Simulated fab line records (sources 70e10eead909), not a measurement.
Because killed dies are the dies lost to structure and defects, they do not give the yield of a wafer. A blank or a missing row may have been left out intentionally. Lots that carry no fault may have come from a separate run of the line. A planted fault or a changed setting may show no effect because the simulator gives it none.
fab line records | flow nand_harc
record: lots: 14 wafers: 42 last_day: 33
route steps=1302 shown A_SLIT@938 A_WL_FILL@968
lots that met no fault: from a run of the same line without faults
start_h: the number of hours between the record's first day and the start of the first shown wafer of the lot | wait_h: time in hours since the lot's previous step | " repeats the value in the row above | L1.1+2: several wafers, shown together as one row | - no value present, or no start provided | * or withheld: withheld | < > ~ a bound
route shown NAME@n: NAME is a module with steps in the file, n the number in the route of the first one | usual: mean/standard deviation taken from wafers without a fault | same: alike in all rows | chamber/n: place in a boat | sites: the reading at each site | _std_site: how widely they spread, as a standard deviation | _edge_site: inner sites' mean taken away from outer sites' mean | radius_mm: how far each site lies from the wafer's centre | mask NAME#n: copy n | behind: the tool/chamber that last shaped the wafer | hold: why the lot was held/for how many hours/how that ended | device: transistor that didn't switch, given as n, p or np | end of line: the same wafers' tests at the end of the route | a step without rows: its recipe alone | killed: dies that structure and defects cost at the first sort, which is not the same as the wafer's yield | map: the dies of a wafer, with x for killed, . for not killed, _ for no die there
set.NAME: setting as actually run; set.NAME@STEP: the setting as run at that earlier step | model.NAME: the simulator's own value behind a step, which no gauge read
one table for each step of the route and one row for each wafer, over a sample of lots
services: when a tool's chamber went out of use (start_h, in hours from the record's first day, below 0 if earlier), for how many hours, and the reason
== steps ==
step: NHARC_A_SLIT_ETCH_15
recipe: target_depth_a: 62000 over_etch_frac: 0.3 time_s: 1612 ion_energy_ev: 150 o2_flow_sccm: 400 cos_flow_sccm: 20 ar_flow_sccm: 0 rf_w: 500 bias_w: 300 chemistry: O2/COS
usual: drypump_motor_current_A: 5.8/0.46 oes_product_au: 0.999/0.0069 rf_vpp_V: 314.6/2 showerhead_plenum_p_Torr: 3.15/0.13 throttle_valve_pct: 28.329/0.0096
columns lot.wafer tool chamber start_h wait_h drypump_motor_current_A oes_product_au rf_hours_counter_h rf_vpp_V showerhead_plenum_p_Torr throttle_valve_pct
L970.3 rie_diel-03 0 - - 6.5 0.994 12 316.8 3.24 28.340
L970.2 " 1 " " 6.2 0.979 13 313.6 3.08 28.324
L970.6 " 2 " " 5.0 0.995 - 313.6 3.12 28.339
L972.2 rie_diel-05 2 - - 5.7 1.001 2 316.4 3.35 28.332
L972.4 " 0 " " 5.5 1.004 2 315.7 3.27 28.320
L972.6 " 3 " " 5.5 0.992 - 315.9 3.31 28.316
L976.2 rie_diel-03 1 - - 6.2 0.997 1 313.1 3.08 28.315
L976.4 " 2 " " 5.0 0.992 1 314.5 3.12 28.317
L976.1 " 3 " " 5.6 0.989 2 313.7 3.07 28.330
L977.3 rie_diel-04 1 - - 5.6 0.994 10 317.1 3.31 28.325
L977.2 " 2 " " 6.0 1.003 10 310.8 2.92 28.320
L977.5 " 1 " " 5.5 0.996 - 316.9 3.31 28.350
L979.2 rie_diel-04 2 - - 6.0 1.009 0 311.8 2.92 28.317
L979.1 " 3 " " 5.5 1.000 0 312.7 3.12 28.336
L979.6 " 2 " " 6.0 1.010 - 311.8 2.92 28.330
L980.4 rie_diel-03 2 - - 5.0 1.009 3 314.8 3.12 28.328
L980.6 " 0 " " 6.5 1.009 - 315.8 3.24 28.334
L980.5 " 1 " " 6.2 0.998 - 314.3 3.08 28.349
L982.2 rie_diel-04 1 - - 5.5 0.991 1 318.0 3.31 28.317
L982.6 " 0 " " 6.6 0.991 - 314.6 3.04 28.325
L982.5 " 1 " " 5.6 0.992 - 318.1 3.31 28.336
L983.2 rie_diel-03 3 - - 5.5 1.000 5 313.2 3.07 28.310
L983.5 " 2 " " 5.0 1.003 - 314.0 3.12 28.332
L983.6 " 3 " " 5.6 0.999 - 313.6 3.07 28.339
L985.1 rie_diel-04 2 - - 6.0 1.004 4 310.1 2.92 28.334
L985.2 " 3 " " 5.6 0.993 4 312.2 3.12 28.308
L985.5 " 0 " " 6.6 0.994 - 312.1 3.04 28.320
L989.1 rie_diel-05 2 - - 5.7 1.005 2 317.5 3.35 28.342
L989.2 " 3 " " 5.5 1.003 1 316.8 3.30 28.327
L989.6 " 2 " " 5.7 0.999 - 318.5 3.35 28.339
L988.1 rie_diel-03 1 - - 6.2 1.007 9 314.5 3.08 28.318
L988.4 " 3 " " 5.6 1.007 9 311.6 3.07 28.320
L988.6 " 1 " " 6.1 0.998 - 315.4 3.08 28.330
L987.1 rie_diel-04 3 - - 5.6 1.003 6 312.0 3.12 28.326
L987.3 " 0 " " 6.6 1.007 7 313.1 3.04 28.324
L987.6 " 0 " " 6.7 1.005 - 312.4 3.04 28.320
L993.3 rie_diel-05 1 - - 6.0 0.993 6 314.8 3.11 28.323
L993.1 " 0 " " 5.5 0.985 5 315.6 3.26 28.323
L993.6 " 2 " " 5.7 0.999 - 316.5 3.35 28.328
L992.3 rie_diel-04 2 - - 6.1 1.014 9 309.9 2.92 28.318
L992.2 " 0 " " 6.6 1.010 10 310.8 3.04 28.318
L992.4 " 3 " " 5.6 0.994 - 314.9 3.12 28.325
step: NHARC_A_WL_FILL_ETCHBACK_17
recipe: target_depth_a: 40 time_s: 26.7 chemistry: Cl2/BCl3
usual: drypump_motor_current_A: 6.0/0.49 oes_product_au: 1.003/0.0074 run_length_s: 48.4/0.5
columns lot.wafer tool chamber start_h wait_h drypump_motor_current_A oes_product_au rf_hours_counter_h run_length_s
L970.2 rie_metal-02 1 492.45 - 5.5 1.005 0.3 49.3
L970.3 " 0 " " 6.6 0.997 - 48.3
L970.6 " 1 " " 5.5 0.998 - 48.6
L972.2 rie_metal-02 0 504.00 - 6.5 1.009 0.4 48.5
L972.4 " 0 " " 6.6 1.009 - 48.3
L972.6 " 0 " " 6.6 1.015 - 48.5
L976.2 rie_metal-01 0 534.89 - 6.1 0.990 2.4 48.7
L976.1 " 1 " " 6.3 0.996 2.4 48.5
L976.4 " 0 " " 6.1 0.990 - 47.8
L977.2 rie_metal-02 1 557.32 - 5.5 1.010 1.2 48.6
L977.3 " 1 " " 5.5 1.012 - 49.1
L977.5 " 0 " " 6.6 1.014 - 48.8
L979.2 rie_metal-01 1 570.03 - 6.3 0.995 2.9 48.2
L979.1 " 0 " " 6.2 1.001 2.9 47.9
L979.6 " 1 " " 6.3 0.996 - 48.6
L980.4 rie_metal-02 1 570.10 - 5.5 1.002 - 48.8
L980.5 " 0 " " 6.5 1.022 - 48.2
L980.6 " 1 " " 5.5 0.995 - 49.4
L982.2 rie_metal-03 0 574.82 - 5.1 0.994 1.1 47.9
L982.6 " 1 " " 6.1 0.989 - 47.7
L982.5 " 0 " " 5.1 0.989 - 47.7
L983.2 rie_metal-02 0 609.67 - 6.5 1.013 1.8 48.2
L983.6 " 1 " " 5.5 1.002 - 48.6
L983.5 " 0 " " 6.5 1.015 - 48.2
L985.1 rie_metal-02 1 617.19 - 5.5 0.994 2.5 48.6
L985.2 " 0 " " 6.5 1.009 1.9 48.5
L985.5 " 1 " " 5.5 0.999 - 48.9
L989.1 rie_metal-03 1 653.66 - 6.0 0.998 2.6 47.4
L989.2 " 0 " " 5.1 1.018 2.6 47.9
L989.6 " 0 " " 5.1 0.999 - 34.1
L988.1 rie_metal-02 1 657.94 - 5.5 1.010 0.7 48.7
L988.4 " 0 " " 6.6 1.004 - 48.2
L988.6 " 1 " " 5.5 1.001 - 48.9
L987.1 rie_metal-03 1 661.00 - 6.1 1.000 2.7 47.8
L987.3 " 1 " " 6.1 0.998 - 47.3
L987.6 " 0 " " 5.1 0.994 - 34.4
L993.1 rie_metal-01 1 701.44 - 6.3 0.999 2.3 48.6
L993.3 " 1 " " 6.3 0.999 - 48.1
L993.6 " 1 " " 6.3 0.992 - 48.5
L992.2 rie_metal-02 1 701.61 - 5.5 0.998 1.3 48.8
L992.3 " 0 " " 6.5 1.003 - 48.1
L992.4 " 1 " " 5.5 1.005 - 48.9
step: NHARC_A_WL_FILL_CVD_20
recipe: target_thk_a: 1000 temp_c: 400 pressure_torr: 40 wf6_flow_sccm: 40 h2_flow_sccm: 1600 ar_flow_sccm: 1560 time_s: 74 material: W
usual: chamber_pressure_Torr: 39.99/0.094 heater_power_w: 884/100 susceptor_temp_C: 400.02/0.22 throttle_valve_pct: 8.21/0.23
columns lot.wafer tool chamber start_h wait_h chamber_pressure_Torr heater_power_w susceptor_temp_C throttle_valve_pct
L970.2 cvd_w-02 0 - - 39.83 731 - 8.00
L970.3 " 1 " " 39.91 987 - 8.47
L970.6 " 0 " " 40.03 772 - 8.14
L972.2 cvd_w-02 0 - - 39.79 734 400.21 8.22
L972.4 " 1 " " 40.11 1016 400.04 8.48
L972.6 " 0 " " 39.93 757 399.83 7.96
L976.2 cvd_w-02 1 - - 39.96 981 399.89 8.63
L976.1 " 0 " " 40.02 770 400.25 8.35
L976.4 " 0 " " 39.96 753 400.43 8.12
L977.2 cvd_w-02 1 - - 39.94 994 400.09 8.36
L977.3 " 0 " " 40.04 772 399.84 8.02
L977.5 " 0 " " 39.96 790 399.87 8.42
L979.1 cvd_w-01 1 - - 39.91 852 399.63 8.32
L979.2 " 0 " " 40.11 951 399.94 8.04
L979.6 " 1 " " 40.11 842 399.77 8.69
L980.4 cvd_w-02 1 - - 40.01 983 399.95 8.18
L980.5 " 0 " " 39.91 767 399.72 8.26
L980.6 " 1 " " 40.11 994 399.80 8.35
L982.2 cvd_w-02 0 - - 40.04 765 399.73 8.23
L982.5 " 0 " " 39.96 769 400.02 8.21
L982.6 " 1 " " 40.06 1007 399.84 8.32
L983.2 cvd_w-01 1 - - 40.10 849 400.26 8.54
L983.6 " 0 " " 39.99 952 400.00 7.82
L983.5 " 1 " " 39.96 882 399.97 8.54
L985.1 cvd_w-01 0 - - 39.90 931 400.28 7.89
L985.2 " 1 " " 40.17 842 399.94 8.35
L985.5 " 0 " " 39.88 950 400.05 7.92
L989.2 cvd_w-01 0 - - 40.01 938 400.03 8.19
L989.1 " 1 " " 39.97 849 399.66 8.78
L989.6 " 1 " " 39.95 867 400.15 8.40
L988.1 cvd_w-02 0 - - 39.97 736 399.86 8.29
L988.4 " 1 " " 40.08 990 400.48 8.44
L988.6 " 1 " " 40.04 1005 400.07 8.39
L987.1 cvd_w-02 1 - - 39.90 982 400.01 8.00
L987.3 " 0 " " 39.85 769 399.96 8.37
L987.6 " 1 " " 39.95 1001 399.80 8.20
L992.2 cvd_w-02 0 - - 40.21 761 - 8.09
L992.3 " 1 " " 39.97 994 - 8.00
L992.4 " 0 " " 40.04 756 - 8.33
L993.1 cvd_w-01 0 - - 39.92 941 400.23 7.89
L993.3 " 1 " " 40.02 854 399.96 8.45
L993.6 " 1 " " 39.92 872 399.96 8.61
step: NHARC_A_WL_FILL_CMP_12
recipe: t_overpolish_s: 30 target_thk_nm: 100
usual: motor_current_A: 11.7/0.98 overpolish_run_s: 30.002/0.0096 slurry_flow_ml_min: 149.9/0.47 time_to_endpoint_s: 19.9/2
columns lot.wafer tool chamber start_h wait_h motor_current_A overpolish_run_s slurry_flow_ml_min time_to_endpoint_s
L970.3 cmp-02 2 498.29 0.1 11.2 30.022 149.3 20.6
L970.2 " 3 " " 12.8 29.985 150.4 18.3
L970.6 " 2 " " 11.3 30.007 149.6 20.8
L972.4 cmp-02 2 509.88 0.1 11.0 29.988 149.1 19.8
L972.2 " 1 " " 11.0 29.992 151.1 20.0
L972.6 " 2 " " 11.2 30.021 149.9 23.6
L976.4 cmp-04 0 540.79 0.1 9.8 30.010 150.1 22.0
L976.1 " 2 " " 10.5 29.997 150.4 24.3
L976.2 " 3 " " 12.0 29.986 149.9 20.4
L977.3 cmp-02 0 563.52 0.1 12.1 29.993 150.2 19.5
L977.2 " 1 " " 10.8 30.001 150.2 19.1
L977.5 " 0 " " 11.6 29.999 150.2 18.8
L979.2 cmp-03 1 575.86 0.2 13.7 30.004 149.9 23.2
L979.1 " 3 " " 11.9 30.004 149.6 20.7
L979.6 " 1 " " 13.9 29.973 150.0 20.4
L980.4 cmp-02 3 575.96 0.2 12.7 29.994 149.9 19.1
L980.6 " 0 " " 11.6 30.012 149.9 19.9
L980.5 " 1 " " 11.1 30.003 150.2 18.1
L982.2 cmp-03 3 580.78 0.2 11.9 30.025 150.3 18.7
L982.6 " 0 " " 12.4 30.005 150.5 18.8
L982.5 " 1 " " 13.6 30.002 149.5 21.7
L983.2 cmp-02 2 615.58 0.2 11.3 29.997 150.2 18.8
L983.6 " 3 " " 12.6 30.002 149.4 17.9
L983.5 " 0 " " 11.6 30.004 149.5 16.9
L985.2 cmp-03 0 623.42 0.2 12.9 29.997 149.6 20.6
L985.1 " 1 " " 13.2 29.994 149.6 20.9
L985.5 " 2 " " 11.6 29.998 149.3 24.4
L989.2 cmp-02 2 659.62 0.3 11.6 30.006 149.6 21.2
L989.1 " 0 " " 11.6 30.007 150.5 20.1
L989.6 " 2 " " 11.2 30.009 149.7 21.0
L988.4 cmp-03 1 663.79 0.1 13.9 30.021 150.4 24.0
L988.1 " 2 " " 11.7 30.003 150.1 25.1
L988.6 " 3 " " 12.2 29.993 149.8 19.3
L987.1 cmp-03 1 666.83 0.2 13.9 29.993 149.7 21.5
L987.3 " 2 " " 11.3 30.012 149.3 23.5
L987.6 " 3 " " 11.4 30.002 149.5 19.1
L992.3 cmp-02 2 707.27 0.1 11.0 30.018 149.3 18.2
L992.4 " 3 " " 12.9 30.009 149.2 19.0
L992.2 " 1 " " 10.5 29.994 150.2 16.3
L993.3 cmp-04 0 707.33 0.1 10.3 30.008 149.6 19.1
L993.1 " 2 " " 10.3 30.008 150.8 22.0
L993.6 " 1 " " 11.0 30.009 149.5 19.3
== services ==
columns tool chamber start_h hours kind
cvd_w-02 - 450.42 13.0 pm
rie_metal-02 - 454.00 9.0 pm
cmp-03 - 456.13 4.0 pm
cvd_w-01 0 464.75 3.2 repair
rie_metal-02 0 504.87 4.3 repair
cmp-02 - 525.89 2.3 repair
rie_metal-02 0 526.95 11.6 repair
cmp-02 - 528.20 4.0 pm
rie_diel-04 - 532.09 9.0 pm
cmp-02 - 536.76 2.6 repair
rie_metal-02 0 546.86 9.8 repair
rie_diel-04 3 555.34 19.8 repair
rie_metal-02 0 582.52 21.5 repair
cmp-02 - 595.13 6.1 repair
rie_diel-04 3 609.63 6.4 repair
cmp-02 - 626.20 4.0 pm
rie_metal-02 - 631.00 9.0 pm
cvd_w-02 - 631.42 13.0 pm
cmp-02 - 642.66 2.8 repair
cmp-02 - 666.00 2.1 repair
cmp-02 - 668.28 1.1 repair
rie_diel-04 1 672.57 6.3 repair
cvd_w-02 - 688.98 0.6 repair
rie_diel-04 1 702.34 10.6 repair
== key ==
first_sign: step: NHARC_A_WL_FILL_ETCHBACK_17 reading: run_length_s direction: down sigmas: 28 usual: * struck: *
effect none on later readings
met_at NHARC_A_WL_FILL_ETCHBACK_17
struck_lots L987,L989
struck_wafers L987.6,L989.6
later_rows_left_out L987.6,L989.6
sort_left_out L987.6,L989.6
tester_left_out L987,L989
not_acting_at NHARC_A_SLIT_ETCH_15,NHARC_A_WL_FILL_CVD_20,NHARC_A_WL_FILL_CMP_12
onset_between 574.82 653.66
fault: kind: process_parameter_drift tool: rie_metal-03 chamber: - onset_h: 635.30 steps: NHARC_A_WL_FILL_ETCHBACK_17 channel: time_s offset: * shape: step end_h: 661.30 scope: struck_wafers_only acts_in: * stated: *
tester_left_out: of these lots the tester's yield and bins aren't shown, on N5 and GAA mostly nor the transistor test; their killed dies are dies lost to structure and defects alone, not to doping, threshold or leakage, so they don't give the yield
sort_left_out: the simulated sort isn't trusted on such a fault, so these wafers' sort isn't shown, and their yield isn't known
later_rows_left_out: the simulator's readings of these wafers behind a module that went badly wrong aren't trusted and aren't shown, but for the sort
